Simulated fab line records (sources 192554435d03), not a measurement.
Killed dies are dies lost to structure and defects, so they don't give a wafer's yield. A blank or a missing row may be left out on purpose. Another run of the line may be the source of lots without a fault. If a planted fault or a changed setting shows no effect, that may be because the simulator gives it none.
Matching of chambers :: flow n5 finfet :: 4 sister chambers for N5_FIN_CUT_ETCH_21 on rie diel-06
The step etches SOC in N2/H2, target depth 219 nm, overetch 43.8 nm, time 523.5 s. 18 wafers are shown with their chamber, then 9 later ones without.

WAFERS WITH THEIR CHAMBER
wafer: L074.1
chamber: 2
drypump motor current A (A): 6.8
showerhead plenum p Torr (Torr): 2.47
throttle valve pct (%): 17.81

wafer: L074.2
chamber: 0
drypump motor current A (A): 5.7
showerhead plenum p Torr (Torr): 2.65
throttle valve pct (%): 17.68

wafer: L074.5
chamber: 1
drypump motor current A (A): 5.7
showerhead plenum p Torr (Torr): 2.63
throttle valve pct (%): 17.51

wafer: L082.1
chamber: 3
drypump motor current A (A): 5.2
showerhead plenum p Torr (Torr): 2.42
throttle valve pct (%): 17.66

wafer: L082.3
chamber: 2
drypump motor current A (A): 6.8
showerhead plenum p Torr (Torr): 2.46
throttle valve pct (%): 17.85

wafer: L082.4
chamber: 1
drypump motor current A (A): 5.7
showerhead plenum p Torr (Torr): 2.63
throttle valve pct (%): 17.55

wafer: L083.2
chamber: 1
drypump motor current A (A): 5.7
showerhead plenum p Torr (Torr): 2.63
throttle valve pct (%): 17.53

wafer: L083.3
chamber: 0
drypump motor current A (A): 5.7
showerhead plenum p Torr (Torr): 2.64
throttle valve pct (%): 17.70

wafer: L083.6
chamber: 3
drypump motor current A (A): 5.2
showerhead plenum p Torr (Torr): 2.42
throttle valve pct (%): 17.68

wafer: L085.1
chamber: 2
drypump motor current A (A): 6.7
showerhead plenum p Torr (Torr): 2.46
throttle valve pct (%): 17.86

wafer: L085.2
chamber: 3
drypump motor current A (A): 5.2
showerhead plenum p Torr (Torr): 2.41
throttle valve pct (%): 17.68

wafer: L085.6
chamber: 3
drypump motor current A (A): 5.2
showerhead plenum p Torr (Torr): 2.41
throttle valve pct (%): 17.67

wafer: L087.3
chamber: 1
drypump motor current A (A): 5.7
showerhead plenum p Torr (Torr): 2.63
throttle valve pct (%): 17.54

wafer: L087.4
chamber: 0
drypump motor current A (A): 5.7
showerhead plenum p Torr (Torr): 2.64
throttle valve pct (%): 17.71

wafer: L087.5
chamber: 3
drypump motor current A (A): 5.2
showerhead plenum p Torr (Torr): 2.41
throttle valve pct (%): 17.68

wafer: L092.1
chamber: 3
drypump motor current A (A): 5.2
showerhead plenum p Torr (Torr): 2.41
throttle valve pct (%): 17.69

wafer: L092.2
chamber: 2
drypump motor current A (A): 6.7
showerhead plenum p Torr (Torr): 2.46
throttle valve pct (%): 17.87

wafer: L092.5
chamber: 1
drypump motor current A (A): 5.7
showerhead plenum p Torr (Torr): 2.62
throttle valve pct (%): 17.57

SIGNATURES (means of the wafers above)
reading: drypump motor current A
chamber 0: 5.700
chamber 1: 5.700
chamber 2: 6.750
chamber 3: 5.200
scatter within a chamber: 0.0267

reading: showerhead plenum p Torr
chamber 0: 2.6433
chamber 1: 2.6280
chamber 2: 2.4625
chamber 3: 2.4133
scatter within a chamber: 0.00504

reading: throttle valve pct
chamber 0: 17.6967
chamber 1: 17.5400
chamber 2: 17.8475
chamber 3: 17.6767
scatter within a chamber: 0.019
Rule: a wafer lies at a distance from a chamber equal to the root of the sum of squares, over the readings, of (its reading less the chamber's mean, divided by the reading's scatter). If the next closest chamber is less than 2 further off than the closest, the wafer can't be placed; otherwise it belongs to the closest. The scatter is the square root of a quotient: the sum, over the shown wafers, of each reading's squared deviation from its chamber's mean, divided by wafers minus chambers.

WAFERS MISSING THEIR CHAMBER
wafer: L095.4
drypump motor current A (A): 6.7
showerhead plenum p Torr (Torr): 2.45
throttle valve pct (%): 17.89

wafer: L095.5
drypump motor current A (A): 5.7
showerhead plenum p Torr (Torr): 2.63
throttle valve pct (%): 17.72

wafer: L095.6
drypump motor current A (A): 5.2
showerhead plenum p Torr (Torr): 2.41
throttle valve pct (%): 17.73

wafer: L096.1
drypump motor current A (A): 5.2
showerhead plenum p Torr (Torr): 2.41
throttle valve pct (%): 17.73

wafer: L096.3
drypump motor current A (A): 5.7
showerhead plenum p Torr (Torr): 2.62
throttle valve pct (%): 17.58

wafer: L096.5
drypump motor current A (A): 5.7
showerhead plenum p Torr (Torr): 2.62
throttle valve pct (%): 17.60

wafer: L097.2
drypump motor current A (A): 5.7
showerhead plenum p Torr (Torr): 2.63
throttle valve pct (%): 17.73

wafer: L097.4
drypump motor current A (A): 5.7
showerhead plenum p Torr (Torr): 2.62
throttle valve pct (%): 17.57

wafer: L097.5
drypump motor current A (A): 5.7
showerhead plenum p Torr (Torr): 2.62
throttle valve pct (%): 17.59

CHAMBER TAKEN BY EACH
wafer: L095.4
from the rows above: 2
in truth: 2

wafer: L095.5
from the rows above: 0
in truth: 0

wafer: L095.6
from the rows above: 3
in truth: 3

wafer: L096.1
from the rows above: 3
in truth: 3

wafer: L096.3
from the rows above: 1
in truth: 1

wafer: L096.5
from the rows above: 1
in truth: 1

wafer: L097.2
from the rows above: 0
in truth: 0

wafer: L097.4
from the rows above: 1
in truth: 1

wafer: L097.5
from the rows above: 1
in truth: 1
Placed correctly: 9 of 9. Number that these rows cannot place: 0. 0 placed wrongly.
